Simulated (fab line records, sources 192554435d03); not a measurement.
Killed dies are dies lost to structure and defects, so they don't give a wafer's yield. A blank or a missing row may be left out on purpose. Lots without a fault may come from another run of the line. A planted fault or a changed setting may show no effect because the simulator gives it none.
A struck lot beside a sound one | flow n5_finfet | 15 steps out of a route of 1938
Sound: wafers L521.1, L521.2, L521.4. Struck: wafer L529.6. (L529.3 of the same lot was not struck and is left out.) The cause comes at the end.
At each step with rows: each side's tool, then ch and its chambers, then its first start. Under that, the readings that differ: sound wafers | struck wafers | difference of the means | sigmas: that difference in standard deviations of wafers without a fault.
alike: readings whose means differ by less than 2 such deviations, and words and numbers that are the same on both sides. not compared: withheld readings, readings that some wafer has no value for, bounds like >300 that may hide the same value, and numbers for which the record gives no deviation and whose values overlap.
The two part at a step that has a row with sigmas, a row that says differs or no value, or rows on one side only. Numbers that don't overlap but have no deviation are shown without sigmas and don't part them. A reading that every wafer of one side lacks parts them only if that side has two wafers or more.

first, 8 steps without rows for these wafers: N5_BEOL_M7_COAT_64 (time 60 s, resist thk 12 nm); N5_BEOL_M7_COAT_71 (time 60 s, resist thk 5 nm); N5_BEOL_M7_COAT_22 (resist thk 30 nm); N5_BEOL_M7_EBR_24; N5_BEOL_M7_SOFTBAKE_23 (time 60 s); N5_BEOL_M7_EXPOSE_25 (exposes mask V6, target cd 40 nm); N5_BEOL_M7_PEB_26 (peb time 60 s); N5_BEOL_M7_DEVELOP_27 (develop time 30 s).
N5_BEOL_M7_CD_MEAS_28: target cd 40 nm.
  sound on cd_sem-01 ch 0, day 10 01:40; struck on cd_sem-03 ch 0, day 12 09:28
  alike: cd_nm
N5_BEOL_M7_OVL_MEAS_29:
  sound on overlay-01 ch 0, day 10 01:42; struck on overlay-01 ch 0, day 12 09:31
  alike: V6_OVL
N5_BEOL_M7_INSPECT_30: inspects for defects (brightfield).
  sound on defect_inspect-01, day 10 01:46; struck on defect_inspect-02, day 12 09:33
  alike: raw_defect_count
N5_BEOL_M7_DESCUM_33: chemistry O2, time 7 s.
  sound on rie_diel-01 ch 0,1,3, day 10 01:47; struck on rie_diel-06 ch 1, day 12 10:02
  alike: drypump_motor_current_A, oes_product_au, rf_vpp_V, showerhead_plenum_p_Torr, throttle_valve_pct
  not compared: rf_hours_counter_h
N5_BEOL_M7_ETCH_72: etches underlayer in N2/H2, target depth 6.5 nm, time 5.2 s.
  sound on rie_diel-01 ch 0,1,3, day 10 01:50; struck on rie_diel-06 ch 1, day 12 10:04
  reading               | sound          | struck | difference | sigmas
  etch_rf_on_time_s (s) | 5.25 5.20 5.30 | 6.55   | +1.30      | +9
  alike: drypump_motor_current_A, h2_flow_sccm, oes_product_au, rf_vpp_V, showerhead_plenum_p_Torr, throttle_valve_pct
  not compared: rf_hours_counter_h
N5_BEOL_M7_ETCH_65: etches SiARC in CF4, target depth 15.6 nm, time 26 s.
  sound on rie_diel-01 ch 0,1,3, day 10 01:50; struck on rie_diel-06 ch 1, day 12 10:05
  alike: drypump_motor_current_A, etch_rf_on_time_s, oes_product_au, rf_vpp_V, showerhead_plenum_p_Torr, throttle_valve_pct
  not compared: rf_hours_counter_h
then, 1 step without rows for these wafers: N5_PASSIVATION_PROBE_49.

WHERE THEY PART
Only at N5_BEOL_M7_ETCH_72, within this record. Later steps at which nothing parts them and some readings are alike: N5_BEOL_M7_ETCH_65.

WHY: what the simulator had put in
Process parameter drift: rie_diel-06, from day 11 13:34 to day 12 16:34, at N5_BEOL_M7_ETCH_72. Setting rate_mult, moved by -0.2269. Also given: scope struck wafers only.
